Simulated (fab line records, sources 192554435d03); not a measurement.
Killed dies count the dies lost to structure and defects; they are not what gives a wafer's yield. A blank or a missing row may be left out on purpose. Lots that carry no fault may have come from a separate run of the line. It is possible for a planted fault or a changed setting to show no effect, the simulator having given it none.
Split-lot experiment + flow n5 finfet + 21 wafers read from 7 lots, route of 1938 steps

== ABOUT THE SPLIT ==
At N5_BEOL_M5_HM_DEP_02 (deposits TiN, target thk 20 nm), the setting target thk a was moved away from the recipe's 200 angstrom on 8 of the 21 wafers read, by -8.0% to +10.5%. All remaining wafers had this setting at the recipe value.

== FROM THE SPLIT TO THE READING: what the file shows between them, 4 steps ==
- N5_BEOL_M5_COAT_59: time 60 s, resist thk 60 nm
- N5_BEOL_M5_COAT_60: time 60 s, resist thk 12 nm
- N5_BEOL_M5_STRIP_73: strips in N2/H2
- N5_BEOL_M5_STRIP_64: strips in CF4

== THE READING ==
etch.depth nm (the simulator's own value, which no gauge read), in nm, at N5_BEOL_M5_HM_OPEN_17 (chemistry Cl2/BCl3, target TiN, target depth 20 nm, overetch 6 nm). No usual value for it is given in the file. Here, 13 wafers ran the recipe; their average is 20.29 nm with a standard deviation of 0.14 nm.

| wafer  | tool, chamber at the split | target thk a as run, angstrom | against the recipe | etch.depth nm, nm | against lot-mates on the recipe |
|--------|----------------------------|-------------------------------|--------------------|-------------------|---------------------------------|
| L077.3 | pvd sputter-02, -          | 200                           | recipe             | 20.32             | -                               |
| L077.4 | pvd sputter-02, -          | 200                           | recipe             | 20.38             | -                               |
| L077.5 | pvd sputter-02, -          | 220.4                         | +10.2%             | 22.42             | +2.07                           |
| L079.1 | pvd sputter-02, -          | 200                           | recipe             | 20.31             | -                               |
| L079.3 | pvd sputter-02, -          | 185.7                         | -7.2%              | 18.85             | -1.46                           |
| L079.5 | pvd sputter-02, -          | 185.7                         | -7.2%              | 18.79             | -1.52                           |
| L080.2 | pvd sputter-02, -          | 200                           | recipe             | 20.01             | -                               |
| L080.5 | pvd sputter-02, -          | 200                           | recipe             | 20.24             | -                               |
| L080.6 | pvd sputter-02, -          | 184.1                         | -8.0%              | 18.63             | -1.50                           |
| L085.1 | pvd sputter-03, -          | 200                           | recipe             | 20.49             | -                               |
| L085.5 | pvd sputter-03, -          | 190.1                         | -4.9%              | 19.34             | -1.08                           |
| L085.6 | pvd sputter-03, -          | 200                           | recipe             | 20.36             | -                               |
| L088.2 | pvd sputter-02, -          | 200                           | recipe             | 20.4              | -                               |
| L088.3 | pvd sputter-02, -          | 200                           | recipe             | 20.4              | -                               |
| L088.6 | pvd sputter-02, -          | 191.1                         | -4.4%              | 19.5              | -0.90                           |
| L092.1 | pvd sputter-02, -          | 221                           | +10.5%             | 22.56             | +2.17                           |
| L092.2 | pvd sputter-02, -          | 221                           | +10.5%             | 22.49             | +2.10                           |
| L092.3 | pvd sputter-02, -          | 200                           | recipe             | 20.39             | -                               |
| L095.1 | pvd sputter-02, -          | 200                           | recipe             | 20.07             | -                               |
| L095.3 | pvd sputter-02, -          | 200                           | recipe             | 20.12             | -                               |
| L095.6 | pvd sputter-02, -          | 200                           | recipe             | 20.22             | -                               |

THE FIT
A straight line over all 21 wafers: etch.depth nm changes by +0.208 nm for each +1% of target thk a; r = +0.99; the points scatter about the line by 0.12 nm.
The same after taking each lot's own level away (the mean of its wafers on the recipe; 21 wafers): +0.203 nm for each +1%; r = +1.00; scatter 0.063 nm.
On that fit, the largest move of target thk a shifts the reading by 2.1 nm.
Measured against the standard deviation above, the lots' own levels, which go from 20.125 to 20.425 nm, span 2.2 times it.
Hence the lot-to-lot level has little effect on the slope; both slopes agree.
Check: +2.12 nm against its lot-mates is what the line predicts for one of the wafers moved furthest among these (+10.5%) when that wafer is left out of the fit. It came out at +2.17 nm against them.

== THESE WAFERS: OTHER SPLITS ==
Other splits were also applied to these wafers ahead of the reading. Each is held against what the fit with the lots' levels taken away leaves over:
| other split on the same wafers | wafers away from the commonest value | r with etch.depth nm (lot level and that fit taken away) |
|--------------------------------|--------------------------------------|----------------------------------------------------------|
| N5_BEOL_M3_COAT_22 spin rpm    | 4                                    | -0.01                                                    |
| N5_BEOL_M4_COAT_22 spin rpm    | 8                                    | +0.16                                                    |
| N5_BEOL_M4_EXPOSE_25 dose mj   | 6                                    | -0.03                                                    |

== THE WHOLE CHAIN: every reading that the file lists as answering this split, in the file's order ==
| step                  | what it does                                                      | reading                                                                          | change (the file's fit)               | r (the file's) |
|-----------------------|-------------------------------------------------------------------|----------------------------------------------------------------------------------|---------------------------------------|----------------|
| N5_BEOL_M5_HM_DEP_02  | deposits TiN, target thk 20 nm                                    | TiN_of_BEOL_M5_HM_DEP_02.thk nm (the simulator's own value, which no gauge read) | +0.199 nm for each +1% of the setting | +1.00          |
| N5_BEOL_M5_HM_OPEN_17 | chemistry Cl2/BCl3, target TiN, target depth 20 nm, overetch 6 nm | etch.depth nm (the simulator's own value, which no gauge read)                   | +0.202 nm for each +1% of the setting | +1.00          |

== FILE'S OWN FIT ==
etch.depth nm changes by +0.202 nm for each +1% of target thk a, r = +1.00.
